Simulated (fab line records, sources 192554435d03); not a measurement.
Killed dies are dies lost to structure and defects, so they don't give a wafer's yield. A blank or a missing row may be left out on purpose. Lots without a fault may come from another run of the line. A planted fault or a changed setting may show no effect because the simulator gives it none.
Split-lot experiment | flow n5_finfet | 7 lots, 21 wafers read, on a route of 1938 steps

THE SPLIT
At N5_HKMG_FIN_ETCH_54 (etches SiARC in CF4, target depth 45.5 nm, time 75.8 s), the setting bias_w was moved away from the recipe's 36 W on 6 of the 21 wafers read, by -11.3% to +9.0%. The other wafers ran this setting at the recipe's value.

The reading is taken at the split's own step.

THE READING
rf_vpp_V, in V, at N5_HKMG_FIN_ETCH_54 (etches SiARC in CF4, target depth 45.5 nm, time 75.8 s). Fault-free wafers of this fab line usually give 183.9 V, standard deviation 1.1 V.

wafer  | tool, chamber at the split | bias_w as run, W | against the recipe | rf_vpp_V, V | against lot-mates on the recipe
L074.3 | rie_diel-03, 2             | 36               | recipe             | 183.9       | -
L074.4 | rie_diel-03, 3             | 36               | recipe             | 184.0       | -
L074.6 | rie_diel-03, 1             | 32.45            | -9.9%              | 171.8       | -12.1
L082.3 | rie_diel-03, 3             | 36               | recipe             | 185.1       | -
L082.4 | rie_diel-03, 2             | 33.95            | -5.7%              | 178.3       | -6.8
L082.5 | rie_diel-03, 3             | 33.95            | -5.7%              | 177.3       | -7.8
L084.2 | rie_diel-06, 2             | 36               | recipe             | 184.4       | -
L084.5 | rie_diel-06, 3             | 36               | recipe             | 183.9       | -
L084.6 | rie_diel-06, 2             | 36               | recipe             | 183.9       | -
L087.2 | rie_diel-03, 2             | 32.23            | -10.5%             | 170.1       | -13.3
L087.3 | rie_diel-03, 1             | 36               | recipe             | 183.4       | -
L087.4 | rie_diel-03, 3             | 36               | recipe             | 183.5       | -
L089.3 | rie_diel-02, 1             | 36               | recipe             | 184.1       | -
L089.4 | rie_diel-02, 0             | 36               | recipe             | 182.5       | -
L089.6 | rie_diel-02, 0             | 36               | recipe             | 185.2       | -
L096.1 | rie_diel-02, 2             | 31.93            | -11.3%             | 168.8       | -15.2
L096.2 | rie_diel-02, 3             | 36               | recipe             | 184.3       | -
L096.6 | rie_diel-02, 2             | 36               | recipe             | 183.7       | -
L097.4 | rie_diel-03, 1             | 36               | recipe             | 184.4       | -
L097.5 | rie_diel-03, 1             | 39.24            | +9.0%              | 194.8       | +10.2
L097.6 | rie_diel-03, 0             | 36               | recipe             | 184.9       | -

THE FIT
A straight line over all 21 wafers: rf_vpp_V changes by +1.26 V for each +1% of bias_w; r = +0.99; the points scatter about the line by 0.76 V.
The same after taking each lot's own level away (the mean of its wafers on the recipe; 21 wafers): +1.25 V for each +1%; r = +0.99; scatter 0.6 V.
On that fit, the largest move of bias_w shifts the reading by 14 V.
The lots' own levels span 183.45 to 185.10 V, that is 1.5 times the standard deviation above.
So the lot-to-lot level changes the slope little: the two slopes agree.
Check: with one of the wafers moved furthest among these (-11.3%) left out of the fit, the line predicts -13.9 V for it against its lot-mates. It came out at -15.2 V against them.
Tool readings at the split's step, against how far the setting was moved: rf_vpp_V r = +0.99.

OTHER SPLITS ON THESE WAFERS
These wafers also went through other splits before the reading. Each is held against what the fit with the lots' levels taken away leaves over:
other split on the same wafers            | wafers away from the commonest value | r with rf_vpp_V (lot level and that fit taken away)
N5_WELL_APT_COAT_02 spin_rpm              | 6                                    | -0.01
N5_WELL_APT_PEB_06 peb_temp_c             | 8                                    | -0.22
N5_PMOS_HMC_CHANNEL_EPI_PEB_07 peb_time_s | 8                                    | -0.13
N5_PMOS_HMC_CHANNEL_EPI_ETCH_32 bias_w    | 6                                    | -0.14
N5_SD_EPI_N_EPI_21 time_s                 | 8                                    | -0.15
N5_SD_EPI_P_EPI_21 epi_growth_time_s      | 4                                    | -0.01
N5_SD_ACTIVATION_LSA_01 temp_c            | 9                                    | -0.02

THE FILE'S OWN FIT
rf_vpp_V changes by +1.26 V for each +1% of bias_w, r = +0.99.
